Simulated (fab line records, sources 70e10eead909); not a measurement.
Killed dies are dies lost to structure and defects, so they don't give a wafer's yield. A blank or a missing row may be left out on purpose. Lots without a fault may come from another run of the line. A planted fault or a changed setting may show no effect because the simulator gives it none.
Chamber matching | flow nand_harc | NHARC_A_STAIRCASE_DEP_325 on pecvd-04: 3 sister chambers
The step deposits SiO2, target thk 7200 nm. 6 wafers are shown with their chamber, then 7 later ones without.

WAFERS WITH THEIR CHAMBER
wafer  | chamber | heater_power_w (W)
L082.3 | 0       | 652
L082.5 | 1       | 762
L084.3 | 1       | 898
L084.5 | 0       | 619
L087.3 | 2       | 604
L087.5 | 2       | 573

WAFERS WITHOUT THEIR CHAMBER
wafer  | heater_power_w (W)
L087.6 | 625
L093.1 | 719
L093.2 | 789
L093.4 | 574
L094.2 | 689
L094.4 | 765
L094.5 | 597

WHICH CHAMBER EACH WENT THROUGH
wafer  | from the rows above          | in truth
L087.6 | can't be placed: 0 or 2      | 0
L093.1 | can't be placed: 0 or 1 or 2 | 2
L093.2 | can't be placed: 1 or 0      | 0
L093.4 | can't be placed: 2 or 0      | 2
L094.2 | can't be placed: 0 or 2 or 1 | 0
L094.4 | can't be placed: 1 or 0 or 2 | 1
L094.5 | can't be placed: 2 or 0      | 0
Placed correctly: 0 of 7. Can't be placed from these rows: 7 (the true chamber is among the candidates in 7). Placed wrongly: 0.
How it was worked out, from the rows above alone: a wafer's distance from a chamber is the root of the sum, over the readings, of the square of ((its reading less the chamber's mean) divided by the reading's scatter). The wafer belongs to the nearest chamber; if the next one is less than 2 further off, it can't be placed. A chamber's mean is the mean of its shown wafers. The scatter: the root of (the sum of the squares of (reading less its chamber's mean) over the shown wafers, divided by (wafers less chambers)).
